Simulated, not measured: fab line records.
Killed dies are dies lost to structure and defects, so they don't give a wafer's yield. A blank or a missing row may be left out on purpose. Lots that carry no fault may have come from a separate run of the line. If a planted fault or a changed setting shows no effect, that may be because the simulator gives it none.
Chamber matching	flow n5Finfet	N5_BEOL_M12_DESCUM_33 on rieDiel-01: 4 sister chambers
The step chemistry O2, time 7.9 s. 8 wafers are shown with their chamber, then 7 later ones without.

WAFERS, EACH WITH ITS CHAMBER
wafer	chamber	drypumpMotorCurrentA (A)	showerheadPlenumPTorr (Torr)
L081.3	0	5.8	2.13
L084.2	2	5.9	2.26
L084.5	1	5.0	2.14
L087.1	3	5.6	2.10
L087.2	1	5.1	2.14
L087.5	0	5.8	2.13
L092.1	2	5.9	2.25
L092.2	3	5.6	2.10

WAFERS MISSING THEIR CHAMBER
wafer	drypumpMotorCurrentA (A)	showerheadPlenumPTorr (Torr)
L092.5	5.9	2.25
L094.3	5.6	2.09
L094.4	5.9	2.25
L094.5	5.9	2.25
L097.1	5.6	2.09
L097.3	5.0	2.13
L097.6	5.6	2.09

WHICH CHAMBER EACH WENT THROUGH
wafer	from the rows above	in truth
L092.5	2	2
L094.3	3	3
L094.4	2	2
L094.5	2	2
L097.1	3	3
L097.3	1	1
L097.6	3	3
Correct placement for 7 of the 7. Can't be placed from these rows: 0. Number placed wrongly: 0.
How it was worked out, from the rows above alone: a wafer's distance from a chamber is the root of the sum, over the readings, of the square of ((its reading less the chamber's mean) divided by the reading's scatter). The wafer belongs to the nearest chamber; if the next one is less than 2 further off, it can't be placed. A chamber's mean is the mean of its shown wafers. The scatter is the square root of a quotient: the sum, over the shown wafers, of each reading's squared deviation from its chamber's mean, divided by wafers minus chambers.
